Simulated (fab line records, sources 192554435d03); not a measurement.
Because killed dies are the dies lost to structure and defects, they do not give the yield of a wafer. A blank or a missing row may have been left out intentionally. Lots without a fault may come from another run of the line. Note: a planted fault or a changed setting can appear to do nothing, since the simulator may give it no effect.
fab line records ; flow n5_finfet
record lots=7; wafers=39
route steps=1938 shown FIN_SAQP@96 SD_EPI_P@321 HKMG_FIN@433 MOL_CONTACT_COAG@581 BEOL_M1@816 BEOL_M4@1096
start_h: the number of hours between the record's first day and the start of the first shown wafer of the lot ; wait_h: hours from the lot's prior step to this one ; " unchanged from the row above ; L1.1+2: a row that stands for several wafers ; - value missing, or start not given ; * or withheld: withheld ; < > ~ a bound
route shown NAME@n: NAME is a module with steps in the file, n the number in the route of the first one ; usual: mean/standard deviation taken from wafers without a fault ; same: alike in all rows ; chamber/n: place in a boat ; sites: per-site readings ; _std_site: standard deviation of those values ; _edge_site: the outer-site mean with the inner-site mean subtracted ; radius_mm: how far each site lies from the wafer's centre ; mask NAME#n: copy n ; behind: the tool/chamber that last shaped the wafer ; hold: what put the lot on hold/how long, in hours/how the hold closed ; device: names the non-switching transistor (n, p or np) ; end of line: tests of these same wafers at the route's end ; a step given without rows: its recipe and nothing more ; killed: not the wafer's yield, but the dies lost to structure and defects at the first sort ; map: shows each die of a wafer: x if killed, . if not, _ if none is there
set.NAME: the setting as run; set.NAME@STEP: as run at that earlier step ; model.NAME: the simulator's own value behind a step, which no gauge read
one table per step and one row per wafer, for lots whose settings were changed on purpose
## steps
# step N5_FIN_SAQP_HM_DEP_03
# recipe material=SiNx; target_thk_a=380; temp_c=400; precursor=SiH4/NH3/N2; pressure_torr=1.5; rf_w=300; time_s=33.6
# step N5_FIN_SAQP_DEVELOP_15
# recipe develop_time_s=30; developer=TMAH; resist=CAR-ArF; dev_temp_c=23; rinse_liquid=diw; dry=air_spin
# step N5_SD_EPI_P_EPI_21
# recipe material=SiGe:B; dopant=B; temp_c=550; pressure_torr=20; ambient=H2; time_s=355
# step N5_HKMG_FIN_DESCUM_17
# recipe chemistry=O2; time_s=7.9; source_power_w=50; bias_power_w=20; pressure_mtorr=20; rf_frequency_hz=2.712e+07; temp_c=40; resist=CAR-ArF; o2_flow_sccm=225
# step N5_MOL_CONTACT_COAG_ETCH_91
# recipe chemistry=N2/H2; target=SOC; target_depth_a=600; overetch_a=210; mask_material=SiARC; temp_c=40; time_s=101.2; ion_energy_ev=200; pressure_mtorr=30; source_w=840; bias_w=150; n2_flow_sccm=200; h2_flow_sccm=200
# step N5_BEOL_M1_SPUTTER_79
# recipe material=Cu; target_thk_a=45; temp_c=-20; chamber_pressure_pa=0.07; power_w=withheld; time_s=8.29
# step N5_BEOL_M4_SPUTTER_92
# step N5_BEOL_M4_RC_MEAS_101
# usual DIBL_P=36.1/1.7; IOFF_N_85C=3.0/0.36; IOFF_N_LIN=0.072/0.0088; IOFF_P_LIN=0.096/0.0093; RS_SD_P=65.9/0.91; VT_N_LVT=98.5/2.8; VT_P=-251.3/2.7; VT_P_LVT=-99.6/1.9
lot.wafer;tool;chamber;start_h;wait_h;set.target_thk_a@FIN_SAQP_HM_DEP_03;set.develop_time_s@FIN_SAQP_DEVELOP_15;set.epi_growth_time_s@SD_EPI_P_EPI_21;set.time_s@HKMG_FIN_DESCUM_17;set.time_s@MOL_CONTACT_COAG_ETCH_91;set.time_s@BEOL_M1_SPUTTER_79;set.target_thk_a@BEOL_M4_SPUTTER_92;DIBL_P[mV/V];IOFF_N_85C[nA/um];IOFF_N_LIN[nA/um];IOFF_P_LIN[nA/um];RS_SD_P[ohm/sq];VT_N_LVT[mV];VT_P[mV];VT_P_LVT[mV]
L074.1;prober-01;0;163.86;0.0;380;46.88;355;9.557;124.9;8.29;45;34.6;2.7;0.067;0.095;65.4;101.7;-252.8;-99.6
L074.2;prober-01;0;163.86;0.0;380;30;144.3;9.557;101.2;8.29;33.55;37.4;2.9;0.072;0.049;148.9;98.4;-271.2;-121.2
L074.3;prober-01;0;163.86;0.0;380;46.88;144.3;7.9;101.2;6.619;45;37.6;2.9;0.071;0.050;147.4;100.3;-269.7;-119.4
L074.4;prober-01;0;163.86;0.0;167.8;30;355;9.557;124.9;6.619;33.55;40.3;4.3;0.104;0.126;67.1;93.0;-244.8;-95.6
L074.5;prober-01;0;163.86;0.0;167.8;30;144.3;7.9;124.9;6.619;45;40.7;3.8;0.093;0.060;150.6;94.4;-266.7;-116.3
L074.6;prober-01;0;163.86;0.0;167.8;46.88;355;7.9;101.2;8.29;33.55;40.2;4.4;0.107;0.125;66.5;92.5;-246.5;-95.5
L079.1;prober-01;0;193.44;0.0;241.3;30;238.7;7.9;101.2;5.202;45;37.2;2.9;0.070;0.080;92.0;102.0;-257.4;-108.0
L079.2;prober-01;0;193.44;0.0;380;30;238.7;7.9;101.2;5.202;45;38.6;3.3;0.077;0.086;91.0;99.8;-257.0;-106.7
L079.3;prober-01;0;193.44;0.0;241.3;30;355;7.9;101.2;5.202;45;37.7;3.3;0.077;0.117;67.1;100.4;-247.2;-96.8
L079.4;prober-01;0;193.44;0.0;380;30;355;7.9;101.2;8.29;45;34.5;2.7;0.062;0.099;67.1;103.8;-248.3;-100.3
L079.5;prober-01;0;193.44;0.0;241.3;30;238.7;7.9;101.2;8.29;45;37.3;2.9;0.069;0.077;93.0;101.3;-260.9;-109.0
L079.6;prober-01;0;193.44;0.0;380;30;355;7.9;101.2;8.29;45;34.4;2.6;0.063;0.099;67.4;102.8;-248.9;-99.8
L087.1;prober-01;0;256.29;0.0;380;30;355;7.9;101.2;8.29;45;35.0;3.0;0.072;0.088;65.9;96.5;-253.6;-99.5
L087.2;prober-01;0;256.29;0.0;569.4;44.88;355;7.9;101.2;8.29;45;29.8;1.9;0.045;0.066;65.5;106.2;-258.9;-105.1
L087.3;prober-01;0;256.29;0.0;380;30;355;7.9;101.2;8.29;45;32.7;2.5;0.060;0.081;65.9;99.1;-253.6;-101.3
L087.4;prober-01;0;256.29;0.0;569.4;30;355;7.9;101.2;8.29;45;31.6;2.2;0.052;0.072;65.2;103.1;-255.7;-103.4
L087.5;prober-01;0;256.29;0.0;380;44.88;355;7.9;101.2;8.29;45;33.6;2.6;0.062;0.085;65.1;99.4;-254.2;-101.1
L087.6;prober-01;0;256.29;0.0;569.4;44.88;355;7.9;101.2;8.29;45;29.5;1.9;0.045;0.066;66.7;106.3;-257.8;-105.5
L089.1;prober-02;0;267.39;0.0;380;30;285.8;6.352;101.2;3.527;34.39;36.2;2.8;0.065;0.084;76.1;102.4;-255.1;-103.7
L089.2;prober-02;0;267.39;0.0;380;30;355;6.352;43.24;8.29;34.39;-;-;-;-;-;-;-;-
L089.3;prober-02;0;267.39;0.0;380;30;355;7.9;101.2;3.527;34.39;36.4;3.0;0.071;0.101;65.9;100.8;-252.0;-99.7
L089.4;prober-02;0;267.39;0.0;380;30;355;7.9;101.2;8.29;45;38.4;3.4;0.080;0.107;65.8;99.2;-248.6;-98.1
L089.5;prober-02;0;267.39;0.0;380;30;285.8;7.9;43.24;8.29;45;-;-;-;-;-;-;-;-
L089.6;prober-02;0;267.39;0.0;380;30;285.8;6.352;43.24;3.527;45;-;-;-;-;-;-;-;-
L092.1;prober-02;0;284.72;0.0;380;30;355;7.9;141.5;8.29;45;36.7;2.9;0.067;0.085;66.1;101.4;-252.3;-103.6
L092.2;prober-02;0;284.72;0.0;515.2;30;518.4;7.9;141.5;8.29;56.21;34.9;2.4;0.055;0.088;49.6;104.4;-254.2;-101.5
L092.3;prober-02;0;284.72;0.0;380;17.51;518.4;7.9;101.2;8.29;56.21;40.7;4.1;0.091;0.114;50.1;95.3;-247.5;-97.0
L092.4;prober-02;0;284.72;0.0;515.2;17.51;355;7.9;141.5;8.29;45;33.6;2.3;0.053;0.071;65.2;105.5;-260.0;-107.5
L092.5;prober-02;0;284.72;0.0;380;30;518.4;7.9;101.2;8.29;45;36.8;3.0;0.067;0.097;50.6;100.6;-249.1;-98.9
L092.6;prober-02;0;284.72;0.0;515.2;17.51;355;7.9;101.2;8.29;56.21;33.3;2.1;0.049;0.069;65.7;106.6;-258.2;-107.2
L095.1;prober-01;0;293.85;0.0;380;43.5;355;7.9;157.5;8.29;45;37.0;3.2;0.081;0.096;64.4;95.4;-252.2;-100.0
L095.2;prober-01;0;293.85;0.0;380;43.5;355;4.777;157.5;8.29;45;36.7;3.2;0.078;0.093;66.0;95.7;-250.7;-100.3
L095.3;prober-01;0;293.85;0.0;380;43.5;355;7.9;101.2;8.29;37.13;38.4;3.5;0.086;0.101;65.1;95.5;-250.1;-99.4
L095.4;prober-01;0;293.85;0.0;380;30;355;7.9;101.2;8.29;37.13;37.5;3.5;0.085;0.096;65.4;94.5;-250.5;-100.8
L095.5;prober-01;0;293.85;0.0;380;30;355;4.777;101.2;8.29;45;38.0;3.6;0.090;0.101;64.7;94.1;-248.9;-98.0
L095.6;prober-01;0;293.85;0.0;380;30;355;4.777;157.5;8.29;37.13;37.4;3.5;0.085;0.098;65.7;95.0;-249.2;-99.7
L097.1;prober-01;0;322.46;0.0;380;30;355;7.9;101.2;8.29;45;34.5;2.5;0.061;0.075;66.3;98.9;-257.6;-103.1
L097.3;prober-01;0;322.46;0.0;380;30;355;7.9;101.2;8.29;45;37.9;3.2;0.076;0.088;66.3;94.3;-253.7;-98.6
L097.6;prober-01;0;322.46;0.0;380;30;355;7.9;101.2;8.29;45;36.4;2.8;0.070;0.083;66.3;96.6;-256.6;-101.0
## key
split step=N5_FIN_SAQP_HM_DEP_03; setting=target_thk_a; stated_as=380
response step=N5_BEOL_M4_RC_MEAS_101; reading=VT_N_LVT; slope=+0.112; per=1%; together_with=all; explained=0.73
response step=N5_BEOL_M4_RC_MEAS_101; reading=IOFF_N_LIN; slope=-0.000396; per=1%; together_with=all; explained=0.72
response step=N5_BEOL_M4_RC_MEAS_101; reading=DIBL_P; slope=-0.0724; per=1%; together_with=all; explained=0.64
response step=N5_BEOL_M4_RC_MEAS_101; reading=IOFF_N_85C; slope=-0.0165; per=1%; together_with=all; explained=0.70
split step=N5_FIN_SAQP_DEVELOP_15; setting=develop_time_s; stated_as=30
response none clear
split step=N5_SD_EPI_P_EPI_21; setting=epi_growth_time_s; stated_as=355
response step=N5_BEOL_M4_RC_MEAS_101; reading=VT_P_LVT; slope=+0.276; per=1%; together_with=all; explained=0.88
response step=N5_BEOL_M4_RC_MEAS_101; reading=IOFF_P_LIN; slope=+0.000801; per=1%; together_with=all; explained=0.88
response step=N5_BEOL_M4_RC_MEAS_101; reading=VT_P; slope=+0.273; per=1%; together_with=all; explained=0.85
response step=N5_BEOL_M4_RC_MEAS_101; reading=RS_SD_P; slope=-0.936; per=1%; together_with=all; explained=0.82
split step=N5_HKMG_FIN_DESCUM_17; setting=time_s; stated_as=7.9
response none clear
split step=N5_MOL_CONTACT_COAG_ETCH_91; setting=time_s; stated_as=101.2
response none clear
split step=N5_BEOL_M1_SPUTTER_79; setting=time_s; stated_as=8.29
response none clear
split step=N5_BEOL_M4_SPUTTER_92; setting=target_thk_a; stated_as=45
response none clear
